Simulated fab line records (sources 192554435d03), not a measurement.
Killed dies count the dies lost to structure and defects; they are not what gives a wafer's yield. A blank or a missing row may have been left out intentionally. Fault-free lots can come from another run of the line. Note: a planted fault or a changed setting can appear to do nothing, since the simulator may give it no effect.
The same fault as seen by 2 desks -- flow n5-finfet -- numbers are kept per desk, each desk with only its own; the story behind them comes last

FROM THE METROLOGY DESK
What the gauges read, lot by lot, whatever tool the lot ran on: means of the sampled wafers that have a number. A lot is out of limits, marked OUT, if its mean lies more than 4 standard deviations from the usual mean; the brackets give that distance.
Columns: A = M14_THK at N5_BEOL_M14_THK_MEAS_50, usual 557 nm; B = M14_RS at N5_BEOL_M14_RS_MEAS_54, usual 0.0334 ohm/sq
lot,first seen here,A,B
L414,day 11 05:35,560,0.0332
L423,day 13 17:25,556,0.0333
L429,day 16 03:34,558,0.0334
L432,day 16 05:08,553,0.0334
L433,day 16 14:23,574,0.0329
L436,day 16 21:12,547,0.0340
This desk's verdict: no lot among the 6 shows anything out of limits.

TOOL OWNER'S DESK, pecvd-04
The tool's own readings at N5_BEOL_M14_DEP_53 (deposits SiCN from 3MS/NH3, target thk 50 nm, time 17.8 s): means of the sampled wafers that have a number, for each lot that ran on this tool. A lot is out of limits, marked OUT, if its mean lies more than 4 standard deviations from the usual mean; the brackets give that distance.
Columns: A = showerhead-plenum-p-Torr at N5_BEOL_M14_DEP_53, usual 4.170 Torr; B = throttle-valve-pct at N5_BEOL_M14_DEP_53, usual 18.2 %
lot,first seen here,A,B
L414,day 11 05:40,4.163,17.8
L429,day 16 03:39,4.167,17.9
L432,day 16 05:11,4.142,18.6
This desk's verdict: no lot among the 3 shows anything out of limits.

TAKEN TOGETHER
Metrology desk: nothing out of limits seen.
The tool owner's desk saw nothing out of limits.

WHAT THE SIMULATOR HAD PUT IN
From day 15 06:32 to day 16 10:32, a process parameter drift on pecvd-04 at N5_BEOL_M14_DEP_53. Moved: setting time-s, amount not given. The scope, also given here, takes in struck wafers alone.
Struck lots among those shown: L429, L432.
